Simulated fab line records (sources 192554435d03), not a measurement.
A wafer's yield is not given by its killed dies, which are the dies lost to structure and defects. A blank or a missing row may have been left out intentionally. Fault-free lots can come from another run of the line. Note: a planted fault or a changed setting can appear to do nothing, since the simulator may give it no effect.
fab line records + flow n5Finfet
record
- lots=7
- wafers=39
route steps=1938 shown FIN_SAQP@130 SD_EPI_N@288 SD_ACTIVATION@330 HKMG_FIN@421 MOL_CONTACT_COAG@586 BEOL_M7@1305 BEOL_M10@1509
startH: start of the lot's first displayed wafer, in hours after the record's first day + waitH: how many hours have passed since the lot's step before this one + " as in the row above + L1.1+2: a single row standing in for several wafers + - no value, or no start given + * or withheld: withheld + < > ~ a bound
route shown NAME@n: names a module that has steps shown in the file, with the first one's number in the route + usual: the fault-free wafers' mean and standard deviation + same: alike in all rows + chamber/n: place in a boat + sites: the reading at each site + _std_site: standard deviation of those values + _edge_site: outer sites' mean less inner sites' + radiusMm: how far each site lies from the wafer's centre + mask NAME#n: copy n + behind: the most recent tool/chamber to have shaped the wafer + hold: the reason the lot was held/the length of the hold in hours/how it ended + device: names the non-switching transistor (n, p or np) + end of line: at the end of the route, the tests of the same wafers + step lacking rows: just its recipe + killed: count of dies lost to structure and defects at first sort (not the wafer's yield) + map: a wafer's dies, x killed, . not, _ none there
set.NAME: the setting as run; set.NAME@STEP: as run at that earlier step + model.NAME: the simulator's own value behind a step, which no gauge read
one table per step and one row per wafer, for lots whose settings were changed on purpose
## steps
# step N5_FIN_SAQP_ETCH_65
# recipe
- chemistry=CF4
- target=SiO2
- targetDepthA=40
- ionEnergyEv=350
- timeS=4.4
- pressureMtorr=10
- icpW=800
- biasW=400
- cf4FlowSccm=80
| lot.wafer | tool     | chamber | startH | waitH | set.timeS | model.etch.depthNm |
|-----------|----------|---------|--------|-------|-----------|--------------------|
| L074.1    | rieSi-06 | 2       | 23.95  | 0.1   | 4.4       | 3.868              |
| L074.2    | "        | 1       | "      | "     | 4.4       | 3.861              |
| L074.3    | "        | 0       | "      | "     | 5.961     | 5.222              |
| L074.4    | "        | 3       | "      | "     | 4.4       | 4.097              |
| L074.5    | "        | 3       | "      | "     | 5.961     | 5.525              |
| L074.6    | "        | 2       | "      | "     | 5.961     | 5.269              |
| L082.1    | rieSi-06 | 1       | 71.67  | 0.1   | 4.4       | 3.845              |
| L082.2    | "        | 0       | "      | "     | 2.898     | 2.54               |
| L082.3    | "        | 2       | "      | "     | 2.898     | 2.561              |
| L082.4    | "        | 3       | "      | "     | 2.898     | 2.655              |
| L082.5    | "        | 0       | "      | "     | 4.4       | 3.85               |
| L082.6    | "        | 1       | "      | "     | 4.4       | 3.843              |
| L085.1    | rieSi-06 | 1       | 89.99  | 0.1   | 6.624     | 5.782              |
| L085.2    | "        | 2       | "      | "     | 4.4       | 3.855              |
| L085.3    | "        | 0       | "      | "     | 4.4       | 3.889              |
| L085.4    | "        | 3       | "      | "     | 6.624     | 6.077              |
| L085.5    | "        | 1       | "      | "     | 6.624     | 5.798              |
| L085.6    | "        | 0       | "      | "     | 4.4       | 3.876              |
| L090.1    | rieSi-04 | 0       | 122.16 | 0.1   | 4.4       | 3.951              |
| L090.2    | "        | 3       | "      | "     | 3.34      | 3.035              |
| L090.3    | "        | 2       | "      | "     | 4.4       | 3.959              |
| L090.4    | "        | 1       | "      | "     | 3.34      | 3.025              |
| L090.5    | "        | 0       | "      | "     | 3.34      | 2.983              |
| L090.6    | "        | 1       | "      | "     | 4.4       | 4.01               |
| L091.1    | rieSi-06 | 3       | 125.87 | 0.1   | 4.4       | 4.115              |
| L091.2    | "        | 0       | "      | "     | 2.195     | 1.959              |
| L091.3    | "        | 1       | "      | "     | 2.195     | 1.945              |
| L091.4    | "        | 2       | "      | "     | 4.4       | 3.943              |
| L091.5    | "        | 2       | "      | "     | 2.195     | 1.977              |
| L091.6    | "        | 1       | "      | "     | 4.4       | 3.882              |
| L092.1    | rieSi-01 | 1       | 141.78 | 0.1   | 1.819     | 1.6                |
| L092.2    | "        | 2       | "      | "     | 4.4       | 4.157              |
| L092.3    | "        | 3       | "      | "     | 1.819     | 1.61               |
| L092.4    | "        | 0       | "      | "     | 4.4       | 4.002              |
| L092.5    | "        | 0       | "      | "     | 1.819     | 1.646              |
| L092.6    | "        | 1       | "      | "     | 4.4       | 3.854              |
| L096.2    | rieSi-06 | 1       | 156.54 | 0.1   | 4.4       | 3.925              |
| L096.3    | "        | 0       | "      | "     | 4.4       | 3.905              |
| L096.5    | "        | 0       | "      | "     | 4.4       | 3.959              |
# step N5_SD_EPI_N_EPI_21
# recipe
- material=Si:P
- dopant=P
- tempC=680
- pressureTorr=255
- timeS=690
| lot.wafer | tool        | chamber | startH | waitH | set.epiGrowthTimeS | model.Si-P_of_SD_EPI_N_EPI_21.thkNm |
|-----------|-------------|---------|--------|-------|--------------------|-------------------------------------|
| L074.1+3  | epiRpcvd-01 | 0       | 51.05  | 0.3   | 690                | 59                                  |
| L074.2+4  | "           | 0       | "      | "     | 690                | 58.4                                |
| L074.5+6  | "           | 0       | 53.04  | 2.0   | 690                | 59.2                                |
| L082.1    | epiRpcvd-01 | 0       | 98.18  | 0.3   | 1062               | 82                                  |
| L082.2    | "           | 0       | "      | "     | 690                | 59.4                                |
| L082.3    | "           | 0       | "      | "     | 690                | 58.4                                |
| L082.4    | "           | 0       | "      | "     | 1062               | 79.8                                |
| L082.5    | "           | 0       | "      | "     | 1062               | 80.2                                |
| L082.6    | "           | 0       | "      | "     | 690                | 59.2                                |
| L085.1+2  | epiRpcvd-02 | 0       | 115.40 | 0.1   | 690                | 59.8                                |
| L085.3+6  | "           | 0       | "      | "     | 690                | 59.2                                |
| L085.4    | "           | 0       | "      | "     | 690                | 59                                  |
| L085.5    | "           | 0       | "      | "     | 690                | 60                                  |
| L090.1    | epiRpcvd-04 | 0       | 148.07 | 0.1   | 690                | 58.4                                |
| L090.2    | "           | 0       | "      | "     | 871.8              | 68.2                                |
| L090.3    | "           | 0       | "      | "     | 871.8              | 69                                  |
| L090.4    | "           | 0       | "      | "     | 690                | 57.8                                |
| L090.5    | "           | 0       | "      | "     | 871.8              | 68.6                                |
| L090.6    | "           | 0       | "      | "     | 690                | 58                                  |
| L091.1    | epiRpcvd-04 | 0       | 154.36 | 0.1   | 690                | 58                                  |
| L091.2+3  | "           | 0       | "      | "     | 1088               | 80.2                                |
| L091.4    | "           | 0       | "      | "     | 690                | 58.8                                |
| L091.5    | "           | 0       | "      | "     | 690                | 58.6                                |
| L091.6    | "           | 0       | "      | "     | 1088               | 80.8                                |
| L092.1    | epiRpcvd-01 | 0       | 170.39 | 0.1   | 469.5              | 43                                  |
| L092.2    | "           | 0       | "      | "     | 469.5              | 42.4                                |
| L092.3    | "           | 0       | "      | "     | 690                | 57.8                                |
| L092.4    | "           | 0       | "      | "     | 469.5              | 43.2                                |
| L092.5    | "           | 0       | "      | "     | 690                | 58.2                                |
| L092.6    | "           | 0       | "      | "     | 690                | 58                                  |
| L096.2    | epiRpcvd-01 | 0       | 182.28 | 0.4   | 690                | 59.6                                |
| L096.3    | "           | 0       | "      | "     | 690                | 60.2                                |
| L096.5    | "           | 0       | "      | "     | 690                | 59.2                                |
# step N5_SD_EPI_N_EPI_MEAS_23
# recipe
- mode=xrd
# usual
- thkNm=58.9/1.3
| lot.wafer | tool         | chamber | startH | waitH | set.epiGrowthTimeS@SD_EPI_N_EPI_21 | thkNm |
|-----------|--------------|---------|--------|-------|------------------------------------|-------|
| L074.1    | filmMetro-01 | -       | 54.08  | 2.5   | 690                                | 58.1  |
| L074.2    | "            | -       | "      | "     | 690                                | 56.9  |
| L074.3    | "            | -       | "      | "     | 690                                | 59.7  |
| L074.4    | "            | -       | "      | "     | 690                                | 58.6  |
| L074.5    | "            | -       | "      | "     | 690                                | 58.7  |
| L074.6    | "            | -       | "      | "     | 690                                | 59.2  |
| L082.1    | filmMetro-02 | -       | 101.22 | 2.5   | 1062                               | 81.9  |
| L082.2    | "            | -       | "      | "     | 690                                | 59.7  |
| L082.3    | "            | -       | "      | "     | 690                                | 57.7  |
| L082.4    | "            | -       | "      | "     | 1062                               | 79.6  |
| L082.5    | "            | -       | "      | "     | 1062                               | 80.8  |
| L082.6    | "            | -       | "      | "     | 690                                | 61.0  |
| L085.1    | filmMetro-02 | -       | 117.12 | 1.4   | 690                                | 61.5  |
| L085.2    | "            | -       | "      | "     | 690                                | 59.9  |
| L085.3    | "            | -       | "      | "     | 690                                | 59.2  |
| L085.4    | "            | -       | "      | "     | 690                                | 60.0  |
| L085.5    | "            | -       | "      | "     | 690                                | 62.1  |
| L085.6    | "            | -       | "      | "     | 690                                | 60.5  |
| L090.1    | filmMetro-01 | -       | 149.79 | 1.4   | 690                                | 58.6  |
| L090.2    | "            | -       | "      | "     | 871.8                              | 68.0  |
| L090.3    | "            | -       | "      | "     | 871.8                              | 69.5  |
| L090.4    | "            | -       | "      | "     | 690                                | 58.2  |
| L090.5    | "            | -       | "      | "     | 871.8                              | 68.6  |
| L090.6    | "            | -       | "      | "     | 690                                | 58.3  |
| L091.1    | filmMetro-02 | -       | 156.07 | 1.4   | 690                                | 58.9  |
| L091.2    | "            | -       | "      | "     | 1088                               | 79.7  |
| L091.3    | "            | -       | "      | "     | 1088                               | 79.4  |
| L091.4    | "            | -       | "      | "     | 690                                | 56.9  |
| L091.5    | "            | -       | "      | "     | 690                                | 58.1  |
| L091.6    | "            | -       | "      | "     | 1088                               | 80.0  |
| L092.1    | filmMetro-02 | -       | 172.10 | 1.4   | 469.5                              | 44.8  |
| L092.2    | "            | -       | "      | "     | 469.5                              | 42.2  |
| L092.3    | "            | -       | "      | "     | 690                                | 55.4  |
| L092.4    | "            | -       | "      | "     | 469.5                              | 44.1  |
| L092.5    | "            | -       | "      | "     | 690                                | 58.7  |
| L092.6    | "            | -       | "      | "     | 690                                | 56.5  |
| L096.2    | filmMetro-01 | -       | 183.72 | 1.2   | 690                                | 59.5  |
| L096.3    | "            | -       | "      | "     | 690                                | 60.4  |
| L096.5    | "            | -       | "      | "     | 690                                | 58.3  |
# step N5_SD_EPI_N_PRECLEAN_24
# recipe
- chemistry=O3/DIW
- timeS=60
- tempC=22
- o3Ppm=10
# step N5_SD_EPI_N_SRD_25
# recipe
- timeS=30
- tempC=23
- rinseLiquid=diw
- dry=ipaMarangoni
# step N5_SD_ACTIVATION_RTA_00
# recipe
- tempC=975
- timeS=0
- ambient=N2
- idleTempC=600
- rampUpCPerS=150
- rampDownCPerS=60
- coolToC=600
# step N5_SD_ACTIVATION_LSA_01
# recipe
- tempC=1080
- timeS=0.0008
- ambient=N2
# step N5_SD_ACTIVATION_RS_MEAS_03
# recipe
- thkMeasGauge=four-point-probe
# usual
- RS_SD_N=21.95/0.28
- RS_SD_P=56.1/0.86
| lot.wafer | tool         | chamber | startH | waitH | set.epiGrowthTimeS@SD_EPI_N_EPI_21 | RS_SD_N[ohm/sq] | RS_SD_P[ohm/sq] |
|-----------|--------------|---------|--------|-------|------------------------------------|-----------------|-----------------|
| L074.1    | filmMetro-01 | -       | 60.21  | 0.2   | 690                                | 21.85           | 55.4            |
| L074.2    | "            | -       | "      | "     | 690                                | 22.04           | 55.2            |
| L074.3    | "            | -       | "      | "     | 690                                | 22.01           | 55.9            |
| L074.4    | "            | -       | "      | "     | 690                                | 22.27           | 56.8            |
| L074.5    | "            | -       | "      | "     | 690                                | 21.94           | 56.2            |
| L074.6    | "            | -       | "      | "     | 690                                | 21.93           | 55.2            |
| L082.1    | filmMetro-02 | -       | 106.64 | 0.2   | 1062                               | 15.60           | 57.7            |
| L082.2    | "            | -       | "      | "     | 690                                | 21.69           | 56.8            |
| L082.3    | "            | -       | "      | "     | 690                                | 21.77           | 57.5            |
| L082.4    | "            | -       | "      | "     | 1062                               | 16.16           | 56.9            |
| L082.5    | "            | -       | "      | "     | 1062                               | 16.10           | 56.7            |
| L082.6    | "            | -       | "      | "     | 690                                | 21.61           | 57.9            |
| L085.1    | filmMetro-01 | -       | 122.72 | 0.2   | 690                                | 21.73           | 55.4            |
| L085.2    | "            | -       | "      | "     | 690                                | 21.52           | 55.2            |
| L085.3    | "            | -       | "      | "     | 690                                | 21.92           | 55.0            |
| L085.4    | "            | -       | "      | "     | 690                                | 22.00           | 56.3            |
| L085.5    | "            | -       | "      | "     | 690                                | 21.39           | 56.1            |
| L085.6    | "            | -       | "      | "     | 690                                | 21.82           | 55.2            |
| L090.1    | filmMetro-01 | -       | 155.15 | 0.2   | 690                                | 22.16           | 57.3            |
| L090.2    | "            | -       | "      | "     | 871.8                              | 19.05           | 58.2            |
| L090.3    | "            | -       | "      | "     | 871.8                              | 18.76           | 56.9            |
| L090.4    | "            | -       | "      | "     | 690                                | 22.39           | 57.2            |
| L090.5    | "            | -       | "      | "     | 871.8                              | 18.76           | 57.9            |
| L090.6    | "            | -       | "      | "     | 690                                | 22.34           | 56.8            |
| L091.1    | filmMetro-01 | -       | 161.27 | 0.2   | 690                                | 22.44           | 55.5            |
| L091.2    | "            | -       | "      | "     | 1088                               | 16.04           | 55.1            |
| L091.3    | "            | -       | "      | "     | 1088                               | 16.03           | 54.8            |
| L091.4    | "            | -       | "      | "     | 690                                | 21.81           | 54.9            |
| L091.5    | "            | -       | "      | "     | 690                                | 21.85           | 54.6            |
| L091.6    | "            | -       | "      | "     | 1088                               | 16.10           | 55.2            |
| L092.1    | filmMetro-01 | -       | 177.94 | 0.2   | 469.5                              | 29.69           | 54.6            |
| L092.2    | "            | -       | "      | "     | 469.5                              | 30.35           | 54.8            |
| L092.3    | "            | -       | "      | "     | 690                                | 22.10           | 54.5            |
| L092.4    | "            | -       | "      | "     | 469.5                              | 29.63           | 55.2            |
| L092.5    | "            | -       | "      | "     | 690                                | 21.93           | 55.3            |
| L092.6    | "            | -       | "      | "     | 690                                | 22.04           | 54.2            |
| L096.2    | filmMetro-02 | -       | 190.04 | 0.2   | 690                                | 21.77           | 55.2            |
| L096.3    | "            | -       | "      | "     | 690                                | 21.43           | 56.4            |
| L096.5    | "            | -       | "      | "     | 690                                | 21.72           | 56.4            |
# step N5_HKMG_FIN_PWFM_ALD_03
# recipe
- material=TiN
- targetThkA=20
- tempC=400
- aldPrecursorFamily=TiCl4
- aldCoReactant=NH3
- pulseTimeS=1
- purgeTimeS=3
- coReactantPurgeTimeS=2
- coReactantPulseTimeS=2
- aldCycles=91
- pressureTorr=3
| lot.wafer        | tool        | chamber     | startH | waitH | set.aldCycles | model.TiN_of_HKMG_FIN_PWFM_ALD_03.thkNm |
|------------------|-------------|-------------|--------|-------|---------------|-----------------------------------------|
| L074.1+2+5       | aldMetal-04 | 3,1,0       | 75.35  | 0.0   | 91            | 2                                       |
| L074.3+4+6       | "           | 0,2,3       | "      | "     | 52            | 1.2                                     |
| L082.1+2+5       | aldMetal-04 | 1,0,2       | 123.19 | 0.0   | 91            | 2                                       |
| L082.3+4+6       | "           | 2,3,3       | "      | "     | 113           | 2.4                                     |
| L085.1+3+5       | aldMetal-01 | 0,3,1       | 138.63 | 0.0   | 91            | 2                                       |
| L085.2+4+6       | "           | 2,1,0       | "      | "     | 134           | 3                                       |
| L090.1+2+3+4+5+6 | aldMetal-01 | 2,1,3,0,2,3 | 171.37 | 0.0   | 91            | 2                                       |
| L091.1+2+3+4+5+6 | aldMetal-02 | 3,1,2,0,2,1 | 177.46 | 0.0   | 91            | 2                                       |
| L092.1+2+3+4+5+6 | aldMetal-01 | 1,0,3,2,2,3 | 196.15 | 0.0   | 91            | 2                                       |
| L096.2+3+5       | aldMetal-01 | 1,0,0       | 207.16 | 0.0   | 91            | 2                                       |
# step N5_MOL_CONTACT_COAG_VIA_ETCH_46
# recipe
- chemistry=C4F6/O2
- targetDepthA=460
- overetchA=92
- maskMaterial=SOC
- target=SiO2
- biasW=455
- pressureMtorr=10
- timeS=40
- sourceW=325
- Ar_flow_sccm=300
- C4F6_flow_sccm=10
- O2_flow_sccm=10
- ionEnergyEv=575.3
- ends=endPoint
| lot.wafer      | tool       | chamber   | startH | waitH | set.targetDepthA | model.SOC_of_MOL_CONTACT_COAG_COAT_75.thkNm |
|----------------|------------|-----------|--------|-------|------------------|---------------------------------------------|
| L074.1+3+4+5+6 | rieDiel-02 | 2,0,3,2,3 | 102.08 | 0.0   | 460              | 51.2                                        |
| L074.2         | "          | 1         | "      | "     | 460              | 51                                          |
| L082.1+4       | rieDiel-05 | 3,1       | 146.92 | 0.0   | 460              | 50.8                                        |
| L082.2         | "          | 0         | "      | "     | 617.7            | 48.8                                        |
| L082.3         | "          | 2         | "      | "     | 460              | 51                                          |
| L082.5         | "          | 2         | "      | "     | 617.7            | 49.4                                        |
| L082.6         | "          | 1         | "      | "     | 617.7            | 48.6                                        |
| L085.1         | rieDiel-02 | 3         | 162.37 | 0.0   | 460              | 51.2                                        |
| L085.2+4       | "          | 0,2       | "      | "     | 318.8            | 52.8                                        |
| L085.3         | "          | 1         | "      | "     | 318.8            | 52.6                                        |
| L085.5+6       | "          | 0,1       | "      | "     | 460              | 51                                          |
| L090.1         | rieDiel-04 | 3         | 196.59 | 0.0   | 647.2            | 48.6                                        |
| L090.2         | "          | 0         | "      | "     | 647.2            | 48.4                                        |
| L090.3         | "          | 1         | "      | "     | 460              | 50.4                                        |
| L090.4+6       | "          | 2         | "      | "     | 460              | 50.8                                        |
| L090.5         | "          | 1         | "      | "     | 647.2            | 47.8                                        |
| L091.1         | rieDiel-05 | 2         | 206.15 | 0.0   | 723.8            | 48                                          |
| L091.2         | "          | 0         | "      | "     | 723.8            | 47.8                                        |
| L091.3+5       | "          | 3         | "      | "     | 460              | 50.8                                        |
| L091.4         | "          | 0         | "      | "     | 723.8            | 47.6                                        |
| L091.6         | "          | 2         | "      | "     | 460              | 51                                          |
| L092.1         | rieDiel-04 | 1         | 221.68 | 0.0   | 561.1            | 49.4                                        |
| L092.2         | "          | 3         | "      | "     | 460              | 51.2                                        |
| L092.3+4       | "          | 0,1       | "      | "     | 460              | 50.8                                        |
| L092.5         | "          | 0         | "      | "     | 561.1            | 49.6                                        |
| L092.6         | "          | 3         | "      | "     | 561.1            | 49.8                                        |
| L096.2         | rieDiel-04 | 3         | 231.47 | 0.0   | 460              | 51.2                                        |
| L096.3+5       | "          | 0,3       | "      | "     | 460              | 51                                          |
# step N5_BEOL_M7_VIA_ETCH_34
# recipe
- chemistry=C4F6/O2
- target=SiCOH_lowk
- targetDepthA=1255
- maskMaterial=SOC
- taperDeg=4
- timeS=50.5
- ionEnergyEv=250
- pressureMtorr=30
- sourceW=345
- biasW=185
- Ar_flow_sccm=300
- C4F6_flow_sccm=10
- O2_flow_sccm=10
| lot.wafer | tool       | chamber | startH | waitH | set.timeS | model.etch.depthNm | model.SOC_of_BEOL_M7_COAT_63.thkNm |
|-----------|------------|---------|--------|-------|-----------|--------------------|------------------------------------|
| L074.1    | rieDiel-03 | 2       | 194.07 | 0.0   | 74.59     | 180.4              | 51.6                               |
| L074.2    | "          | 3       | "      | "     | 50.5      | 126                | 54                                 |
| L074.3    | "          | 1       | "      | "     | 50.5      | 123.2              | 54.6                               |
| L074.4    | "          | 2       | "      | "     | 74.59     | 181.1              | 51.6                               |
| L074.5    | "          | 1       | "      | "     | 74.59     | 182.8              | 51.4                               |
| L074.6    | "          | 3       | "      | "     | 50.5      | 126                | 54.2                               |
| L082.1    | rieDiel-03 | 2       | 240.86 | 0.0   | 26.4      | 68.25              | 56.6                               |
| L082.2    | "          | 1       | "      | "     | 26.4      | 65.33              | 56.8                               |
| L082.3    | "          | 0       | "      | "     | 26.4      | 67.61              | 56.6                               |
| L082.4    | "          | 3       | "      | "     | 50.5      | 127.2              | 54                                 |
| L082.5    | "          | 3       | "      | "     | 50.5      | 127.8              | 53.6                               |
| L082.6    | "          | 2       | "      | "     | 50.5      | 130.1              | 53.6                               |
| L085.1    | rieDiel-03 | 2       | 251.39 | 0.0   | 50.5      | 130.2              | 53.4                               |
| L085.2    | "          | 3       | "      | "     | 50.5      | 126.2              | 53.6                               |
| L085.3    | "          | 0       | "      | "     | 50.5      | 128.7              | 53.4                               |
| L085.4    | "          | 1       | "      | "     | 50.5      | 124.2              | 53.8                               |
| L085.5    | "          | 3       | "      | "     | 50.5      | 127                | 53.6                               |
| L085.6    | "          | 0       | "      | "     | 50.5      | 128.8              | 53.6                               |
| L090.1    | rieDiel-01 | 3       | 303.22 | 0.0   | 77.09     | 185.8              | 50.8                               |
| L090.2    | "          | 2       | "      | "     | 50.5      | 126.6              | 53.6                               |
| L090.3    | "          | 1       | "      | "     | 77.09     | 188.9              | 50.6                               |
| L090.4    | "          | 0       | "      | "     | 50.5      | 128.1              | 53.6                               |
| L090.5    | "          | 1       | "      | "     | 77.09     | 190.7              | 50.6                               |
| L090.6    | "          | 2       | "      | "     | 50.5      | 127                | 53.6                               |
| L091.1    | rieDiel-01 | 0       | 308.53 | 0.0   | 50.5      | 130.2              | 53.8                               |
| L091.2    | "          | 2       | "      | "     | 34.4      | 86.75              | 55.8                               |
| L091.3    | "          | 1       | "      | "     | 50.5      | 124.3              | 54                                 |
| L091.4    | "          | 1       | "      | "     | 34.4      | 84.67              | 56.4                               |
| L091.5    | "          | 2       | "      | "     | 34.4      | 86.75              | 56                                 |
| L091.6    | "          | 0       | "      | "     | 50.5      | 128.7              | 53.8                               |
| L092.1    | rieDiel-06 | 3       | 314.67 | 0.0   | 50.5      | 125.9              | 54                                 |
| L092.2    | "          | 0       | "      | "     | 60.4      | 147.5              | 52.8                               |
| L092.3    | "          | 2       | "      | "     | 50.5      | 127.1              | 53.8                               |
| L092.4    | "          | 2       | "      | "     | 60.4      | 151.6              | 52.4                               |
| L092.5    | "          | 3       | "      | "     | 50.5      | 125.4              | 54                                 |
| L092.6    | "          | 0       | "      | "     | 60.4      | 145.7              | 53                                 |
| L096.2    | rieDiel-03 | 1       | 348.57 | 0.0   | 50.5      | 123.5              | 54                                 |
| L096.3    | "          | 0       | "      | "     | 50.5      | 127.9              | 54                                 |
| L096.5    | "          | 1       | "      | "     | 50.5      | 124.1              | 54                                 |
# step N5_BEOL_M10_VIA_ETCH_34
# recipe
- chemistry=C4F6/O2
- target=SiCOH_lowk
- targetDepthA=1845
- maskMaterial=SOC
- taperDeg=4
- timeS=69.2
- ionEnergyEv=250
- pressureMtorr=30
- sourceW=345
- biasW=185
- Ar_flow_sccm=300
- C4F6_flow_sccm=10
- O2_flow_sccm=10
| lot.wafer | tool       | chamber | startH | waitH | set.timeS | model.etch.depthNm | model.SOC_of_BEOL_M10_COAT_63.thkNm |
|-----------|------------|---------|--------|-------|-----------|--------------------|-------------------------------------|
| L074.1    | rieDiel-04 | 1       | 219.15 | 0.0   | 44.21     | 120.5              | 94.6                                |
| L074.2    | "          | 0       | "      | "     | 44.21     | 120.1              | 95                                  |
| L074.3    | "          | 3       | "      | "     | 44.21     | 117.2              | 94.8                                |
| L074.4    | "          | 3       | "      | "     | 69.2      | 182.5              | 92                                  |
| L074.5    | "          | 1       | "      | "     | 69.2      | 189.1              | 91.4                                |
| L074.6    | "          | 0       | "      | "     | 69.2      | 187.4              | 91.8                                |
| L082.1    | rieDiel-05 | 0       | 270.08 | 0.0   | 69.2      | 185.2              | 92.2                                |
| L082.2    | "          | 2       | "      | "     | 69.2      | 185.7              | 92.4                                |
| L082.3    | "          | 1       | "      | "     | 69.2      | 184.6              | 92                                  |
| L082.4    | "          | 3       | "      | "     | 69.2      | 182.1              | 92.4                                |
| L082.5    | "          | 0       | "      | "     | 69.2      | 184.8              | 92.4                                |
| L082.6    | "          | 3       | "      | "     | 69.2      | 185.2              | 92                                  |
| L085.1    | rieDiel-05 | 3       | 278.58 | 0.0   | 69.2      | 185.2              | 91.8                                |
| L085.2    | "          | 1       | "      | "     | 69.2      | 186.7              | 91.6                                |
| L085.3    | "          | 2       | "      | "     | 69.2      | 187.6              | 91.8                                |
| L085.4    | "          | 0       | "      | "     | 69.2      | 186.8              | 91.8                                |
| L085.5    | "          | 3       | "      | "     | 69.2      | 184.8              | 92                                  |
| L085.6    | "          | 2       | "      | "     | 69.2      | 186.6              | 91.6                                |
| L091.1    | rieDiel-05 | 2       | 333.60 | 0.0   | 69.2      | 184.8              | 91.8                                |
| L091.2    | "          | 3       | "      | "     | 45.17     | 119.8              | 94.8                                |
| L091.3    | "          | 1       | "      | "     | 45.17     | 121.6              | 95                                  |
| L091.4    | "          | 0       | "      | "     | 69.2      | 183.9              | 92.2                                |
| L091.5    | "          | 0       | "      | "     | 45.17     | 121.5              | 95                                  |
| L091.6    | "          | 1       | "      | "     | 69.2      | 186.9              | 91.6                                |
| L090.1    | rieDiel-02 | 2       | 334.06 | 0.0   | 69.2      | 181.1              | 92.2                                |
| L090.2    | "          | 1       | "      | "     | 69.2      | 183.4              | 92.4                                |
| L090.3    | "          | 0       | "      | "     | 82.28     | 217                | 90.8                                |
| L090.4    | "          | 3       | "      | "     | 82.28     | 220.4              | 90.8                                |
| L090.5    | "          | 1       | "      | "     | 69.2      | 184.3              | 92.4                                |
| L090.6    | "          | 0       | "      | "     | 82.28     | 215.3              | 91.4                                |
| L092.1    | rieDiel-02 | 0       | 339.32 | 0.0   | 69.2      | 179.7              | 92.8                                |
| L092.2    | "          | 3       | "      | "     | 69.2      | 181.5              | 92.6                                |
| L092.3    | "          | 2       | "      | "     | 69.2      | 177.6              | 93.4                                |
| L092.4    | "          | 1       | "      | "     | 69.2      | 180.9              | 92.4                                |
| L092.5    | "          | 2       | "      | "     | 69.2      | 177.4              | 92.6                                |
| L092.6    | "          | 1       | "      | "     | 69.2      | 181.1              | 92.8                                |
| L096.2    | rieDiel-04 | 2       | 379.09 | 0.0   | 69.2      | 190.4              | 92                                  |
| L096.3    | "          | 0       | "      | "     | 69.2      | 188.7              | 92                                  |
| L096.5    | "          | 2       | "      | "     | 69.2      | 189.7              | 92                                  |
## key
split
- step=N5_FIN_SAQP_ETCH_65
- setting=timeS
- stated=4.4
- by=wafer
response
- step=N5_FIN_SAQP_ETCH_65
- reading=model.etch.depthNm
- change=+0.0398
- per=1%
- r=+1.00
split
- step=N5_SD_EPI_N_EPI_21
- setting=epiGrowthTimeS
- stated=690
- by=wafer
response
- step=N5_SD_EPI_N_EPI_21
- reading=model.Si-P_of_SD_EPI_N_EPI_21.thkNm
- change=+0.402
- per=1%
- r=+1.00
response
- step=N5_SD_EPI_N_EPI_MEAS_23
- reading=thkNm
- change=*
- per=1%
- r=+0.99
response
- step=N5_SD_ACTIVATION_RS_MEAS_03
- reading=RS_SD_N
- shape=bent
- atLowest=29.89
- atStated=21.91
- atHighest=16.06
split
- step=N5_HKMG_FIN_PWFM_ALD_03
- setting=aldCycles
- stated=91
- by=wafer
response
- step=N5_HKMG_FIN_PWFM_ALD_03
- reading=model.TiN_of_HKMG_FIN_PWFM_ALD_03.thkNm
- change=+0.0196
- per=1%
- r=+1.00
split
- step=N5_MOL_CONTACT_COAG_VIA_ETCH_46
- setting=targetDepthA
- stated=460
- by=wafer
response
- step=N5_MOL_CONTACT_COAG_VIA_ETCH_46
- reading=model.SOC_of_MOL_CONTACT_COAG_COAT_75.thkNm
- change=-0.0557
- per=1%
- r=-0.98
split
- step=N5_BEOL_M7_VIA_ETCH_34
- setting=timeS
- stated=50.5
- by=wafer
response
- step=N5_BEOL_M7_VIA_ETCH_34
- reading=model.etch.depthNm
- change=+1.22
- per=1%
- r=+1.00
response
- step=N5_BEOL_M7_VIA_ETCH_34
- reading=model.SOC_of_BEOL_M7_COAT_63.thkNm
- change=-0.0594
- per=1%
- r=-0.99
split
- step=N5_BEOL_M10_VIA_ETCH_34
- setting=timeS
- stated=69.2
- by=wafer
response
- step=N5_BEOL_M10_VIA_ETCH_34
- reading=model.etch.depthNm
- change=+1.85
- per=1%
- r=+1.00
response
- step=N5_BEOL_M10_VIA_ETCH_34
- reading=model.SOC_of_BEOL_M10_COAT_63.thkNm
- change=-0.0846
- per=1%
- r=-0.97
